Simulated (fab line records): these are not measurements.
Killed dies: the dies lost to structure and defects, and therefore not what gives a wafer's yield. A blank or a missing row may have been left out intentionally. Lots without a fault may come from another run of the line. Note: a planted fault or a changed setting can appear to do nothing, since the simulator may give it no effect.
Matching of chambers	flow nandHarc	NHARC_A_STAIRCASE_CMP_152 on cmp-03 has 4 sister chambers
The step polishes. 16 wafers are shown with their chamber, then 8 later ones without.

## WAFERS, EACH WITH ITS CHAMBER
wafer	chamber	motorCurrentA (A)
L074.1	0	11.1
L074.2	2	11.0
L074.5	3	12.5
L080.3	1	11.3
L080.4	2	10.8
L080.5	1	11.0
L083.1	0	11.3
L083.2	1	11.3
L083.3	3	12.0
L085.4	3	12.4
L085.5	3	12.5
L085.6	2	11.0
L086.1	0	10.5
L086.2	1	10.6
L086.3	3	12.2
L090.4	1	10.4

SIGNATURES, as means of the wafers listed above
reading	chamber 0	chamber 1	chamber 2	chamber 3	scatter within a chamber
motorCurrentA	10.967	10.920	10.933	12.320	0.32
Rule: a wafer's distance from a chamber is the root of the sum, over the readings, of the square of ((its reading less the chamber's mean) divided by the reading's scatter). If the next closest chamber is less than 2 further off than the closest, the wafer can't be placed; otherwise it belongs to the closest. The scatter: take each reading less its chamber's mean, square it, sum over the shown wafers, divide by the number of wafers less the number of chambers, and take the root.

## WAFERS WHOSE CHAMBER IS MISSING
wafer	motorCurrentA (A)
L090.5	12.7
L090.6	10.8
L087.1	10.9
L087.4	10.3
L087.6	10.8
L095.1	10.7
L095.2	12.4
L095.4	11.0

## THE CHAMBER EACH PASSED THROUGH
wafer	from the rows above	in truth
L090.5	3	3
L090.6	can't be placed: 1 or 2 or 0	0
L087.1	can't be placed: 1 or 2 or 0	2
L087.4	can't be placed: 1 or 2 or 0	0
L087.6	can't be placed: 1 or 2 or 0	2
L095.1	can't be placed: 1 or 2 or 0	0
L095.2	3	3
L095.4	can't be placed: 0 or 2 or 1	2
Correct placement for 2 of the 8. Not placeable from these rows: 6 (in 6, the candidates include the true chamber). Wrongly placed: 0.
